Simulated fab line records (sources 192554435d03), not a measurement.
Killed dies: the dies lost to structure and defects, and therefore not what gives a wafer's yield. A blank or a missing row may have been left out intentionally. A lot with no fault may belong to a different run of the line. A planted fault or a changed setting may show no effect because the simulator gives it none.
Split-lot trial | flow n5Finfet | 18 wafers read from 7 lots, route of 1938 steps

== ON THE SPLIT ==
At N5_BEOL_M0_SPUTTER_134 (material Cu, target thk 4 nm, time 7.37 s), the setting timeS was moved away from the recipe's 7.37 s on 4 of the 18 wafers read, by -7.7% to +9.6%. All remaining wafers had this setting at the recipe value.

Reading taken at the split's own step.

== THE READING ==
Cu_of_BEOL_M0_SPUTTER_134.thkNm (the simulator's own value, which no gauge read), in nm, at N5_BEOL_M0_SPUTTER_134 (material Cu, target thk 4 nm, time 7.37 s). The file does not state a usual value for it. Average 4.0 nm, standard deviation 0.091 nm, over the 14 wafers here run with the recipe.

wafer  | tool, chamber at the split | timeS as run, s | against the recipe | Cu_of_BEOL_M0_SPUTTER_134.thkNm, nm | against lot-mates on the recipe
L075.2 | pvdSputter-03, -           | 6.805           | -7.7%              | 3.6                                 | -0.2
L075.4 | pvdSputter-03, -           | 6.805           | -7.7%              | 3.6                                 | -0.2
L075.6 | pvdSputter-03, -           | 7.37            | recipe             | 3.8                                 | -
L078.4 | pvdSputter-02, -           | 7.865           | +6.7%              | 4.2                                 | +0.4
L078.6 | pvdSputter-02, -           | 7.37            | recipe             | 3.8                                 | -
L082.3 | pvdSputter-02, -           | 7.37            | recipe             | 4                                   | -
L082.6 | pvdSputter-02, -           | 7.37            | recipe             | 4                                   | -
L084.1 | pvdSputter-03, -           | 7.37            | recipe             | 4                                   | -
L084.2 | pvdSputter-03, -           | 7.37            | recipe             | 4                                   | -
L084.3 | pvdSputter-03, -           | 7.37            | recipe             | 4                                   | -
L087.4 | pvdSputter-02, -           | 7.37            | recipe             | 4                                   | -
L087.5 | pvdSputter-02, -           | 7.37            | recipe             | 4                                   | -
L087.6 | pvdSputter-02, -           | 7.37            | recipe             | 4                                   | -
L093.2 | pvdSputter-01, -           | 7.37            | recipe             | 4                                   | -
L093.4 | pvdSputter-01, -           | 7.37            | recipe             | 4                                   | -
L093.5 | pvdSputter-01, -           | 7.37            | recipe             | 4.2                                 | -
L096.4 | pvdSputter-01, -           | 8.074           | +9.6%              | 4.4                                 | +0.4
L096.5 | pvdSputter-01, -           | 7.37            | recipe             | 4                                   | -

THE FIT
A straight line over all 18 wafers: Cu_of_BEOL_M0_SPUTTER_134.thkNm changes by +0.0446 nm for each +1% of timeS; r = +0.89; the points scatter about the line by 0.089 nm.
The same after taking each lot's own level away (the mean of its wafers on the recipe; 18 wafers): +0.0376 nm for each +1%; r = +0.93; scatter 0.06 nm.
That fit puts the effect of the largest move of timeS on the reading at 0.36 nm.
The span of the lots' own levels, 3.80 to 4.07 nm, comes to 2.9 times the standard deviation stated above.
Thus the slope moves with the lot-to-lot level: the two fits are different.
Check: for one of the wafers moved furthest among these (+9.6%), held out of the fit, the line's prediction against its lot-mates is +0.366 nm. It came out at +0.4 nm against them.

== THESE WAFERS: OTHER SPLITS ==
Before the reading, these wafers also passed through other splits. Each is held against what the fit with the lots' levels taken away leaves over:
other split on the same wafers     | wafers away from the commonest value | r with Cu_of_BEOL_M0_SPUTTER_134.thkNm (lot level and that fit taken away)
N5_GATE_CUT_COAT_35 spinRpm        | 4                                    | -0.04
N5_MOL_CONTACT_COAG_PECVD_31 tempC | 7                                    | +0.02
N5_BEOL_M0_ETCH_128 sourceW        | 7                                    | +0.28

== FILE'S OWN FIT ==
Cu_of_BEOL_M0_SPUTTER_134.thkNm changes by +0.0398 nm for each +1% of timeS, r = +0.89.
